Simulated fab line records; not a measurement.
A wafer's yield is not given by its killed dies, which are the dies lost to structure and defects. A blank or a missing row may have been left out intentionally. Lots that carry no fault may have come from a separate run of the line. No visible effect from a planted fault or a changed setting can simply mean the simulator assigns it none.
Which tool did it? | flow nandHarc | 6 lots with 18 wafers sampled at 3 steps, on a route of 1302 steps

## WHAT EACH GAUGE READ, for each wafer
NHARC_A_CONTACT_CD_MEAS_42: the cd target is 300 nm.
lot  | measured     | on       | cdNm (nm)
L814 | day 21 08:19 | cdSem-01 | 300.0 300.5 300.9
L816 | day 22 20:20 | cdSem-02 | 299.3 300.7 300.2
L819 | day 23 11:58 | cdSem-01 | 299.7 299.9 299.8
L824 | day 26 02:33 | cdSem-01 | 299.9 300.4 300.2
L825 | day 26 08:29 | cdSem-02 | 300.1 300.2 299.6
L831 | day 29 11:02 | cdSem-01 | 300.0 300.0 300.0

## WHAT TOOL EACH LOT RAN ON (gives the tool, then ch and the chambers of the sampled wafers, and finally the start)
lot  | NHARC_A_CONTACT_DEP_24          | NHARC_A_CONTACT_DEP_29
L814 | pecvd-02 ch 0,1,2, day 21 00:41 | pecvd-01 ch 0,2, day 21 07:38
L816 | pecvd-01 ch 0,2, day 22 14:51   | pecvd-01 ch 0,1,2, day 22 19:46
L819 | pecvd-01 ch 0,1, day 23 06:19   | pecvd-01 ch 0,2, day 23 11:14
L824 | pecvd-03 ch 0,1, day 25 21:07   | pecvd-03 ch 0,1, day 26 01:50
L825 | pecvd-01 ch 0,1, day 26 03:01   | pecvd-03 ch 1,2, day 26 07:53
L831 | pecvd-03 ch 0,1, day 29 05:29   | pecvd-03 ch 0,1,2, day 29 10:29
- NHARC_A_CONTACT_DEP_24: deposits SiO2, target thk 500 nm.
- NHARC_A_CONTACT_DEP_29: deposits SiON, target thk 100 nm.

## THE ANSWER, worked out from the rows above alone
Rule: usual is defined by the lots themselves. The widest of any qualifying gaps counts: lots, ordered by their means at a reading, are off when they make up no more than a third of the lots, leave a main group of 4 or more, and stand apart from it by 3 or more times the standard deviation of that group's means. If all means in a main group match to the digits the tables above print for the reading, that group is not used. A lot without any number at a reading at which 4 lots or more have one is off too. Where the step has rows for the other lots, those lots are counted as sound.
No lot is off at any reading shown: from this, nothing can be told.

## WHAT THE SIMULATOR HAD PUT IN
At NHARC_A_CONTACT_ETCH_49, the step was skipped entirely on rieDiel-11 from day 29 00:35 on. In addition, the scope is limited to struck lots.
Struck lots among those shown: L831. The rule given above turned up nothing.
